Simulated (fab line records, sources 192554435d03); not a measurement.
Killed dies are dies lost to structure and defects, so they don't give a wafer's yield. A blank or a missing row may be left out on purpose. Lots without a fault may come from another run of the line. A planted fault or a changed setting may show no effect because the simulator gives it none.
fab line records | flow n5_finfet | part 1 of 2: steps 1 to 3 of 6
record lots=23 wafers=69 last_day=17
route steps=1938 shown BEOL_M5@1126
lots that met no fault: from a run of the same line without faults
start_h: hours from the record's first day to the start of the lot's first wafer shown | wait_h: hours since the lot's step before | " the same as in the row above | L1.1+2: a row that stands for several wafers | - no value, or no start given | * or withheld: withheld | < > ~ a bound
route shown NAME@n: a module of which the file shows steps, and the number in the route of the first | usual: mean/standard deviation of fault-free wafers | same: alike in all rows | chamber/n: place in a boat | sites: the reading at each site | _std_site: their standard deviation | _edge_site: outer sites' mean less inner sites' | radius_mm: how far each site lies from the wafer's centre | mask NAME#n: copy n | behind: the tool/chamber that last shaped the wafer | hold: why the lot was held/for how many hours/how that ended | device: the transistor (n, p or np) that didn't switch | end of line: the same wafers' tests at the end of the route | a step without rows: its recipe alone | killed: dies lost to structure and defects at the first sort, not the wafer's yield | map: a wafer's dies, x killed, . not, _ none there
set.NAME: the setting as run; set.NAME@STEP: as run at that earlier step | model.NAME: the simulator's own value behind a step, which no gauge read
steps of the route over a sample of lots; a table a step, a row a wafer
services: from which hour (start_h, from the record's first day; less than 0 if before it) a tool's chamber was out of use, for how many hours, and why
## steps
# step N5_BEOL_M5_CD_MEAS_11
# recipe target_cd_nm=27.74 landing_energy_ev=500 detector=se_inlens
# usual cd_nm=27.97/0.24
# same landing_energy_ev=500
# columns lot.wafer tool chamber start_h wait_h cd_nm
L074.4 cd_sem-01 0 158.94 - 28.05
L074.5 " 0 " " 27.40
L074.6 " 0 " " 27.78
L075.1 cd_sem-03 0 175.07 - 28.30
L075.3 " 0 " " 28.01
L075.6 " 0 " " 27.89
L077.1 cd_sem-02 0 182.50 - 27.83
L077.2 " 0 " " 27.67
L077.5 " 0 " " 27.83
L076.1 cd_sem-02 0 184.02 - 28.15
L076.3 " 0 " " 28.24
L076.5 " 0 " " 27.91
L078.1 cd_sem-03 0 200.20 - 28.14
L078.3 " 0 " " 28.12
L078.5 " 0 " " 28.20
L080.1 cd_sem-01 0 203.12 - 28.12
L080.4 " 0 " " 28.10
L080.6 " 0 " " 28.04
L079.2 cd_sem-02 0 203.35 - 28.11
L079.4 " 0 " " 28.07
L079.5 " 0 " " 27.73
L081.3 cd_sem-01 0 208.32 - 28.30
L081.4 " 0 " " 28.03
L081.5 " 0 " " 28.17
L082.2 cd_sem-03 0 225.25 - 27.89
L082.3 " 0 " " 28.00
L082.6 " 0 " " 27.97
L083.3 cd_sem-01 0 228.24 - 27.80
L083.4 " 0 " " 27.61
L083.5 " 0 " " 27.68
L084.4 cd_sem-01 0 231.24 - 27.91
L084.5 " 0 " " 27.92
L084.6 " 0 " " 28.05
L085.2 cd_sem-03 0 232.34 - 27.73
L085.4 " 0 " " 28.08
L085.5 " 0 " " 27.83
L086.1 cd_sem-03 0 236.15 - 27.76
L086.2 " 0 " " 27.95
L086.6 " 0 " " 28.12
L087.1 cd_sem-02 0 239.88 - 27.54
L087.2 " 0 " " 27.38
L087.3 " 0 " " 27.66
L088.1 cd_sem-01 0 258.29 - 28.49
L088.4 " 0 " " 27.93
L088.5 " 0 " " 28.75
L089.1 cd_sem-03 0 260.86 - 27.88
L089.3 " 0 " " 27.81
L089.6 " 0 " " 27.93
L090.3 cd_sem-03 0 265.76 - 27.86
L090.4 " 0 " " 28.22
L090.6 " 0 " " 28.20
L092.1 cd_sem-02 0 286.82 - 28.23
L092.2 " 0 " " 27.71
L092.3 " 0 " " 27.83
L095.1 cd_sem-01 0 295.71 - 28.20
L095.4 " 0 " " 28.13
L095.5 " 0 " " 28.09
L093.3 cd_sem-01 0 298.49 - 28.12
L093.4 " 0 " " 28.18
L093.6 " 0 " " 27.96
L097.2 cd_sem-02 0 302.27 - 27.75
L097.3 " 0 " " 28.18
L097.6 " 0 " " 27.64
L094.1 cd_sem-01 0 305.48 - 27.89
L094.4 " 0 " " 27.68
L094.6 " 0 " " 27.83
L096.3 cd_sem-03 0 316.19 - 27.92
L096.4 " 0 " " 27.54
L096.6 " 0 " " 27.94
# step N5_BEOL_M5_ETCH_72
# recipe chemistry=N2/H2 target=underlayer target_depth_a=65 mask_material=CAR-EUV time_s=5.2 ion_energy_ev=200 pressure_mtorr=30 source_w=840 bias_w=150 n2_flow_sccm=200 h2_flow_sccm=200 ends=cleared
# usual bias_w=150.0/0.5 drypump_motor_current_A=5.8/0.47 etch_rf_on_time_s=5.19/0.077 oes_product_au=0.68/0.08 rf_vpp_V=523.5/2.6 showerhead_plenum_p_Torr=2.53/0.083 throttle_valve_pct=17.78/0.2
# columns lot.wafer tool chamber start_h wait_h bias_w drypump_motor_current_A etch_rf_on_time_s oes_product_au rf_hours_counter_h rf_vpp_V showerhead_plenum_p_Torr throttle_valve_pct
L074.4 rie_diel-02 0 159.17 0.0 150.1 5.9 5.25 0.60 - 525.3 2.51 17.90
L074.5 " 2 " " 149.3 6.0 5.22 0.84 - 523.0 2.49 17.70
L074.6 " 3 " " 150.0 5.6 5.34 0.58 - 526.7 2.63 17.99
L075.1 rie_diel-02 1 175.46 0.0 149.5 6.0 5.09 0.84 1 523.8 2.49 17.56
L075.3 " 2 " " 150.6 6.0 5.06 0.81 12 523.5 2.49 17.71
L075.6 " 3 " " 151.4 5.6 5.23 0.58 - 526.0 2.63 17.98
L077.1 rie_diel-01 3 182.66 0.0 150.1 4.7 5.21 0.69 93 523.0 2.47 17.68
L077.2 " 2 " " 150.6 4.9 5.14 0.70 75 523.7 2.48 17.69
L077.5 " 3 " " 150.7 4.7 5.20 0.69 - 522.1 2.47 17.64
L076.1 rie_diel-06 1 184.17 0.0 149.8 6.6 5.19 0.74 52 526.4 2.69 17.85
L076.3 " 0 " " 149.8 5.8 5.12 0.81 14 520.2 2.49 17.49
L076.5 " 2 " " 149.9 5.7 5.34 0.59 - 522.3 2.52 17.71
L078.1 rie_diel-06 0 200.36 0.0 149.0 5.7 5.08 0.81 19 522.1 2.49 17.44
L078.3 " 3 " " 150.0 5.9 5.10 0.73 58 522.5 2.47 17.59
L078.5 " 3 " " 150.2 5.9 5.09 0.73 - 522.4 2.47 17.60
L080.1 rie_diel-06 1 203.28 0.0 149.3 6.6 5.22 0.74 57 528.5 2.68 17.85
L080.4 " 3 " " 149.7 5.9 5.08 0.73 59 521.1 2.47 17.56
L080.6 " 1 " " 149.2 6.6 5.21 0.74 - 528.8 2.68 17.83
L079.2 rie_diel-06 2 203.51 0.0 149.7 5.7 5.28 0.59 224 521.7 2.52 17.72
L079.4 " 3 " " 150.4 5.9 5.10 0.73 59 521.2 2.47 17.59
L079.5 " 2 " " 149.6 5.7 5.33 0.59 - 521.4 2.52 17.73
L081.3 rie_diel-06 3 208.47 0.0 149.9 5.9 5.06 0.73 61 521.7 2.47 17.58
L081.4 " 0 " " 150.7 5.8 5.11 0.79 21 523.8 2.49 17.45
L081.5 " 1 " " 150.3 6.6 5.17 0.75 - 527.5 2.68 17.85
L082.2 rie_diel-06 2 226.52 0.0 149.6 5.7 5.28 0.58 234 523.2 2.51 17.76
L082.3 " 3 " " 150.9 5.9 5.10 0.71 69 520.1 2.47 17.61
L082.6 " 2 " " 150.3 5.6 5.23 0.59 - 522.2 2.51 17.73
L083.3 rie_diel-01 0 229.67 0.0 150.3 5.8 5.21 0.62 164 528.7 2.65 18.14
L083.4 " 3 " " 150.2 4.7 5.18 0.68 108 520.3 2.46 17.67
L083.5 " 0 " " 150.3 5.7 5.21 0.62 - 527.4 2.64 18.14
L084.4 rie_diel-06 0 231.72 0.0 151.1 5.8 5.06 0.79 33 522.7 2.48 17.50
L084.5 " 3 " " 149.7 5.9 5.08 0.71 - 523.0 2.46 17.63
L084.6 " 0 " " 150.0 5.8 5.05 0.79 - 524.1 2.48 17.46
L085.2 rie_diel-02 1 232.51 0.0 149.3 6.1 5.06 0.80 15 523.2 2.48 17.60
L085.4 " 2 " " 150.6 6.0 5.08 0.79 26 522.8 2.48 17.74
L085.5 " 1 " " 149.5 6.1 5.04 0.81 - 523.4 2.48 17.59
L086.1 rie_diel-06 3 236.30 0.0 149.1 5.9 5.12 0.71 73 519.4 2.46 17.65
L086.2 " 2 " " 150.1 5.6 5.31 0.58 238 523.3 2.51 17.75
L086.6 " 2 " " 150.1 5.6 5.22 0.58 - 524.3 2.51 17.75
L087.1 rie_diel-06 3 240.06 0.0 150.9 5.9 5.11 0.70 74 521.5 2.46 17.63
L087.2 " 2 " " 149.3 5.7 5.31 0.58 239 522.3 2.51 17.78
L087.3 " 1 " " 149.5 6.6 5.23 0.73 66 529.1 2.68 17.86
L088.1 rie_diel-01 2 258.45 0.0 150.0 5.0 5.11 0.69 98 519.7 2.47 17.73
L088.4 " 1 " " 150.7 5.8 5.22 0.63 173 520.0 2.43 17.61
L088.5 " 0 " " 150.5 5.7 5.21 0.62 - 526.2 2.64 18.16
L089.1 rie_diel-01 0 261.27 0.0 150.7 5.7 5.30 0.61 174 529.2 2.64 18.17
L089.3 " 3 " " 149.8 4.7 5.22 0.67 117 521.8 2.46 17.70
L089.6 " 0 " " 150.9 5.7 5.28 0.62 - 524.2 2.64 18.18
L090.3 rie_diel-02 1 265.92 0.0 149.9 6.0 5.09 0.78 26 520.6 2.48 17.64
L090.4 " 0 " " 149.9 5.9 5.18 0.59 244 524.2 2.50 17.94
L090.6 " 0 " " 150.4 5.9 5.14 0.59 - 522.1 2.50 17.96
L092.1 rie_diel-02 3 286.98 0.0 150.0 5.6 5.25 0.57 237 527.0 2.62 18.02
L092.2 " 1 " " 151.0 6.1 5.12 0.77 34 524.1 2.48 17.62
L092.3 " 2 " " 149.4 6.0 5.08 0.77 45 522.2 2.48 17.75
L095.1 rie_diel-01 0 295.87 0.0 149.7 5.8 5.29 0.61 188 524.4 2.64 18.19
L095.4 " 0 " " 150.1 5.8 5.21 0.60 - 525.9 2.63 18.20
L095.5 " 1 " " 150.0 5.8 5.29 0.60 - 519.3 2.43 17.66
L093.3 rie_diel-01 0 298.81 0.0 149.8 5.7 5.28 0.61 189 526.8 2.63 18.21
L093.4 " 0 " " 149.8 5.7 5.27 0.59 - 525.6 2.63 18.21
L093.6 " 1 " " 150.8 5.8 5.24 0.62 - 520.4 2.42 17.65
L097.2 rie_diel-02 2 302.43 0.0 149.8 6.0 5.14 0.75 51 522.0 2.47 17.77
L097.3 " 3 " " 150.1 5.6 5.28 0.56 243 526.3 2.62 18.04
L097.6 " 2 " " 150.2 6.0 5.11 0.74 - 522.2 2.47 17.79
L094.1 rie_diel-02 1 305.64 0.0 149.8 6.0 5.15 0.76 42 519.7 2.47 17.67
L094.4 " 1 " " 149.7 6.1 5.14 0.75 - 522.7 2.47 17.64
L094.6 " 3 " " 149.5 5.6 5.26 0.56 - 524.7 2.62 18.05
L096.3 rie_diel-01 1 316.34 0.0 149.6 5.7 5.26 0.61 195 520.5 2.42 17.69
L096.4 " 3 " " 150.3 4.7 5.25 0.65 135 523.3 2.45 17.72
L096.6 " 3 " " 149.6 4.7 5.29 0.65 - 519.7 2.45 17.71
# step N5_BEOL_M5_STRIP_64
# recipe chemistry=CF4 resist=SiARC power_w=300 bias_power_w=75 pressure_mtorr=50 cf4_flow_sccm=150 rf_frequency_hz=6e+07
# usual bias_power_w=75.04/0.24 cf4_flow_sccm=149.9/0.46 drypump_motor_current_A=5.8/0.47 oes_product_au=0.79/0.087 rf_vpp_V=271.0/1.5 showerhead_plenum_p_Torr=1.78/0.053 throttle_valve_pct=13.49/0.17
# columns lot.wafer tool chamber start_h wait_h bias_power_w cf4_flow_sccm drypump_motor_current_A oes_product_au rf_hours_counter_h rf_vpp_V showerhead_plenum_p_Torr throttle_valve_pct
L074.4 rie_diel-02 0 159.35 0.0 74.83 150.0 5.9 0.71 - 272.0 1.77 13.70
L074.5 " 2 " " 75.07 150.5 6.0 0.95 - 270.3 1.77 13.42
L074.6 " 3 " " 75.01 150.2 5.5 0.69 - 273.2 1.84 13.67
L075.1 rie_diel-02 1 175.63 0.0 75.03 150.5 6.0 0.98 2 270.4 1.75 13.30
L075.3 " 2 " " 75.09 149.5 6.0 0.93 13 271.8 1.77 13.45
L075.6 " 3 " " 74.96 149.0 5.6 0.69 - 273.1 1.84 13.68
L077.1 rie_diel-01 3 182.83 0.0 75.38 150.3 4.6 0.82 93 270.1 1.74 13.37
L077.2 " 2 " " 75.34 150.1 4.9 0.80 75 271.0 1.75 13.33
L077.5 " 3 " " 75.13 150.5 4.6 0.81 - 268.9 1.74 13.39
L076.1 rie_diel-06 1 184.34 0.0 75.00 149.6 6.6 0.87 52 273.6 1.88 13.45
L076.3 " 0 " " 75.38 149.6 5.8 0.93 14 270.7 1.76 13.21
L076.5 " 2 " " 74.84 150.3 5.7 0.70 - 272.7 1.77 13.47
L078.1 rie_diel-06 0 200.53 0.0 75.27 150.2 5.8 0.92 19 269.8 1.76 13.22
L078.3 " 3 " " 74.84 149.7 5.9 0.83 58 270.4 1.75 13.27
L078.5 " 3 " " 74.84 150.3 5.9 0.83 - 269.9 1.75 13.28
L080.1 rie_diel-06 1 203.45 0.0 74.86 150.6 6.6 0.86 57 274.1 1.88 13.47
L080.4 " 3 " " 74.72 149.6 5.9 0.83 59 269.9 1.75 13.26
L080.6 " 1 " " 74.70 150.0 6.6 0.86 - 274.1 1.88 13.46
L079.2 rie_diel-06 2 203.68 0.0 75.73 149.1 5.7 0.69 224 270.9 1.77 13.48
L079.4 " 3 " " 74.89 150.5 5.9 0.83 59 270.1 1.75 13.28
L079.5 " 2 " " 75.76 149.5 5.7 0.69 - 270.2 1.77 13.48
L081.3 rie_diel-06 3 208.64 0.0 74.76 149.6 5.9 0.83 61 271.0 1.75 13.26
L081.4 " 0 " " 75.08 150.1 5.8 0.91 21 270.0 1.76 13.23
L081.5 " 1 " " 74.40 150.4 6.6 0.85 - 272.1 1.88 13.48
L082.2 rie_diel-06 2 226.69 0.0 75.10 150.0 5.6 0.69 234 271.5 1.76 13.50
L082.3 " 3 " " 74.89 150.7 5.9 0.82 69 268.7 1.74 13.30
L082.6 " 2 " " 75.62 149.8 5.6 0.68 - 271.3 1.76 13.50
L083.3 rie_diel-01 0 229.85 0.0 75.03 149.9 5.8 0.73 164 271.5 1.86 13.77
L083.4 " 3 " " 74.95 149.5 4.7 0.79 108 271.1 1.74 13.42
L083.5 " 0 " " 74.75 150.3 5.8 0.73 - 271.9 1.86 13.76
L084.4 rie_diel-06 0 231.90 0.0 75.53 150.1 5.8 0.89 33 269.5 1.75 13.24
L084.5 " 3 " " 74.94 151.0 5.9 0.81 - 270.2 1.74 13.31
L084.6 " 0 " " 75.13 149.8 5.8 0.89 - 270.8 1.75 13.26
L085.2 rie_diel-02 1 232.68 0.0 75.16 149.7 6.0 0.92 15 270.5 1.75 13.33
L085.4 " 2 " " 74.96 150.1 6.0 0.90 26 270.1 1.77 13.48
L085.5 " 1 " " 74.96 149.4 6.1 0.92 - 270.1 1.75 13.32
L086.1 rie_diel-06 3 236.48 0.0 75.23 149.6 5.9 0.81 73 269.6 1.74 13.30
L086.2 " 2 " " 75.19 150.0 5.6 0.69 238 271.0 1.76 13.51
L086.6 " 2 " " 75.36 149.7 5.6 0.68 - 270.1 1.76 13.51
L087.1 rie_diel-06 3 240.23 0.0 74.95 149.7 5.9 0.81 74 270.9 1.74 13.29
L087.2 " 2 " " 75.41 149.7 5.7 0.68 239 271.1 1.76 13.50
L087.3 " 1 " " 75.06 149.7 6.6 0.85 66 273.1 1.88 13.50
L088.1 rie_diel-01 2 258.62 0.0 74.65 148.9 5.0 0.78 99 270.6 1.74 13.38
L088.4 " 1 " " 74.85 149.2 5.7 0.73 173 270.0 1.72 13.40
L088.5 " 0 " " 75.35 150.9 5.8 0.72 - 271.9 1.86 13.78
L089.1 rie_diel-01 0 261.44 0.0 74.86 150.1 5.8 0.72 175 271.5 1.86 13.79
L089.3 " 3 " " 75.22 150.4 4.7 0.79 117 268.4 1.73 13.42
L089.6 " 0 " " 75.22 150.0 5.8 0.72 - 273.2 1.86 13.78
L090.3 rie_diel-02 1 266.09 0.0 74.99 150.3 6.0 0.90 26 271.5 1.75 13.34
L090.4 " 0 " " 75.11 149.9 5.9 0.69 244 271.2 1.76 13.76
L090.6 " 0 " " 74.95 149.5 6.0 0.69 - 271.1 1.76 13.74
L092.1 rie_diel-02 3 287.16 0.0 75.06 149.8 5.6 0.67 237 271.6 1.83 13.75
L092.2 " 1 " " 75.02 149.9 6.1 0.88 34 268.3 1.75 13.37
L092.3 " 2 " " 75.20 149.6 6.0 0.87 45 270.4 1.76 13.52
L095.1 rie_diel-01 0 296.04 0.0 75.15 150.1 5.7 0.71 188 272.0 1.85 13.83
L095.4 " 0 " " 75.69 149.3 5.7 0.71 - 272.2 1.85 13.79
L095.5 " 1 " " 74.98 150.4 5.7 0.72 - 267.7 1.71 13.44
L093.3 rie_diel-01 0 298.98 0.0 74.96 148.7 5.8 0.71 189 272.4 1.85 13.82
L093.4 " 0 " " 74.75 149.2 5.7 0.71 - 271.0 1.85 13.81
L093.6 " 1 " " 74.95 149.9 5.7 0.72 - 269.3 1.71 13.45
L097.2 rie_diel-02 2 302.60 0.0 75.06 150.4 6.0 0.86 51 269.6 1.76 13.53
L097.3 " 3 " " 74.80 149.4 5.6 0.66 243 272.0 1.83 13.76
L097.6 " 2 " " 75.09 150.5 6.0 0.86 - 270.5 1.76 13.52
L094.1 rie_diel-02 1 305.81 0.0 74.98 150.3 6.0 0.87 42 270.3 1.74 13.37
L094.4 " 1 " " 75.21 150.0 6.0 0.87 - 270.0 1.74 13.38
L094.6 " 3 " " 75.08 150.3 5.6 0.66 - 272.4 1.83 13.76
L096.3 rie_diel-01 1 316.51 0.0 74.62 150.5 5.8 0.72 195 269.0 1.71 13.46
L096.4 " 3 " " 75.01 150.1 4.7 0.77 135 268.7 1.73 13.47
L096.6 " 3 " " 74.77 149.4 4.7 0.78 - 268.8 1.73 13.48
